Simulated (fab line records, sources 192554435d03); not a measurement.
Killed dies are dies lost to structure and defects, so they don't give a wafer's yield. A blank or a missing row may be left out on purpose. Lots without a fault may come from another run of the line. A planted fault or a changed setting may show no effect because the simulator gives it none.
A struck lot beside a sound one | flow n5_finfet | 24 steps out of a route of 1938
Sound: wafers L337.1, L337.3, L337.6. Struck: wafers L338.1, L338.2, L338.6. The cause comes at the end.
At each step with rows: each side's tool, then ch and its chambers, then its first start. Under that, the readings that differ: sound wafers | struck wafers | difference of the means | sigmas: that difference in standard deviations of wafers without a fault.
alike: readings whose means differ by less than 2 such deviations, and words and numbers that are the same on both sides. not compared: withheld readings, readings that some wafer has no value for, bounds like >300 that may hide the same value, and numbers for which the record gives no deviation and whose values overlap.
The two part at a step that has a row with sigmas, a row that says differs or no value, or rows on one side only. Numbers that don't overlap but have no deviation are shown without sigmas and don't part them. A reading that every wafer of one side lacks parts them only if that side has two wafers or more.

first, 9 steps without rows for these wafers: N5_MOL_CONTACT_COAG_SRD_126 (dry time 32 s); N5_MOL_CONTACT_COAG_CMP_23 (polishes, stops on SiO2, t overpolish 1.5 s, target thk 0 nm); N5_MOL_CONTACT_COAG_WET_ETCH_26 (target Co, target depth 13 nm); N5_MOL_CONTACT_COAG_WET_ETCH_116 (etches the open film in SC1-inhibited, target depth 4.6 nm, rinse time 30 s); N5_MOL_CONTACT_COAG_ALD_27 (deposits SiOC, target thk 17 nm, pulse time 1.5 s, time 2720 s); N5_MOL_CONTACT_COAG_CMP_28 (polishes, stops on SiNx, t overpolish 0.85 s, target thk 14.522 nm); N5_MOL_CONTACT_COAG_ALD_123 (deposits SiNx, target thk 5 nm, pulse time 1 s, purge time 2 s); N5_MOL_CONTACT_COAG_PECVD_31 (deposits SiO2 from TEOS/O2, target thk 46 nm, time 8.9 s); N5_MOL_CONTACT_COAG_COAT_75 (time 60 s, resist thk 60 nm).
N5_MOL_CONTACT_COAG_COAT_76: time 60 s, resist thk 10 nm.
  sound on litho_track-03 ch 0, day 8 04:16; struck on litho_track-03 ch 0, day 8 09:30
  reading                                             | sound                | struck               | difference | sigmas
  spin_speed_rpm (rpm)                                | 1499.5 1500.0 1499.3 | 1227.2 1227.5 1226.2 | -272.6     | -99 or more
  model.SiARC_of_MOL_CONTACT_COAG_COAT_76.thk_nm (nm) | 10 10 10             | 11 11 11             | +1         |
then, 9 steps without rows for these wafers: N5_MOL_CONTACT_COAG_COAT_77 (time 60 s, resist thk 10 nm); N5_MOL_CONTACT_COAG_COAT_78 (resist thk 40 nm); N5_MOL_CONTACT_COAG_EBR_80; N5_MOL_CONTACT_COAG_SOFTBAKE_79 (time 60 s); N5_MOL_CONTACT_COAG_EXPOSE_81 (exposes mask VG, defocus 0 nm); N5_MOL_CONTACT_COAG_PEB_82 (peb time 60 s); N5_MOL_CONTACT_COAG_DEVELOP_83 (develop time 30 s); N5_MOL_CONTACT_COAG_DESCUM_88 (chemistry O2, time 7 s); N5_MOL_CONTACT_COAG_ETCH_89 (etches underlayer in N2/H2, target depth 13 nm, time 10.4 s).
N5_MOL_CONTACT_COAG_ETCH_90: etches SiARC in CF4, target depth 13 nm, time 21.7 s.
  sound on rie_diel-05 ch 0,1,2, day 8 04:43; struck on rie_diel-01 ch 0,1, day 8 10:05
  reading                                               | sound             | struck            | difference | sigmas
  etch_rf_on_time_s (s)                                 | 21.8 21.4 21.8    | 23.3 24.8 24.6    | +2.6       | +5
  model.etch.depth_nm (nm)                              | 9.977 9.969 9.966 | 11.05 11.03 11.03 | +1.07      |
  model.CAR-EUV_of_MOL_CONTACT_COAG_COAT_78.thk_nm (nm) | 17.2 16.8 17      | 16.2 16.2 16.2    | -0.8       |
  alike: cf4_flow_sccm, drypump_motor_current_A, mfc_ar_sccm, oes_product_au, rf_vpp_V, showerhead_plenum_p_Torr, throttle_valve_pct
  not compared: rf_hours_counter_h
then, 1 step without rows for these wafers: N5_MOL_CONTACT_COAG_ALD_131 (deposits SiO2, target thk 5 nm, pulse time 1 s, co reactant pulse time 1 s).
N5_MOL_CONTACT_COAG_ETCHBACK_132: etches SiO2 in CHF3, target depth 10 nm, time 6.7 s.
  sound on rie_diel-05 ch 2,3, day 8 05:05; struck on rie_diel-03 ch 1,3, day 8 10:21
  reading                                               | sound          | struck         | difference | sigmas
  model.CAR-EUV_of_MOL_CONTACT_COAG_COAT_78.thk_nm (nm) | 15.8 15.4 15.6 | 14.6 14.6 14.8 | -0.9       |
  alike: drypump_motor_current_A, mfc_ar_sccm, oes_product_au, rf_vpp_V, showerhead_plenum_p_Torr, throttle_valve_pct
  not compared: rf_hours_counter_h
N5_MOL_CONTACT_COAG_ETCH_91: etches SOC in N2/H2, target depth 60 nm, overetch 21 nm, time 101.2 s.
  sound on rie_diel-05 ch 2,3, day 8 05:07; struck on rie_diel-03 ch 1,3, day 8 10:23
  reading                                             | sound       | struck      | difference | sigmas
  model.SiARC_of_MOL_CONTACT_COAG_COAT_76.thk_nm (nm) | 5.6 5.8 5.6 | 6.6 6.6 6.6 | +0.9       |
  alike: drypump_motor_current_A, oes_product_au, rf_vpp_V, showerhead_plenum_p_Torr, throttle_valve_pct
  not compared: rf_hours_counter_h
then, 1 step without rows for these wafers: N5_MOL_CONTACT_COAG_STRIP_92 (strips in N2/H2).

WHERE THEY PART
First at N5_MOL_CONTACT_COAG_COAT_76; last, within this record, at N5_MOL_CONTACT_COAG_ETCH_90. Later steps at which nothing parts them and some readings are alike: N5_MOL_CONTACT_COAG_ETCHBACK_132, N5_MOL_CONTACT_COAG_ETCH_91.

WHY: what the simulator had put in
Process parameter drift: litho_track-03, from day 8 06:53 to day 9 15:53, at N5_MOL_CONTACT_COAG_COAT_76. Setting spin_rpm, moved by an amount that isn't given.
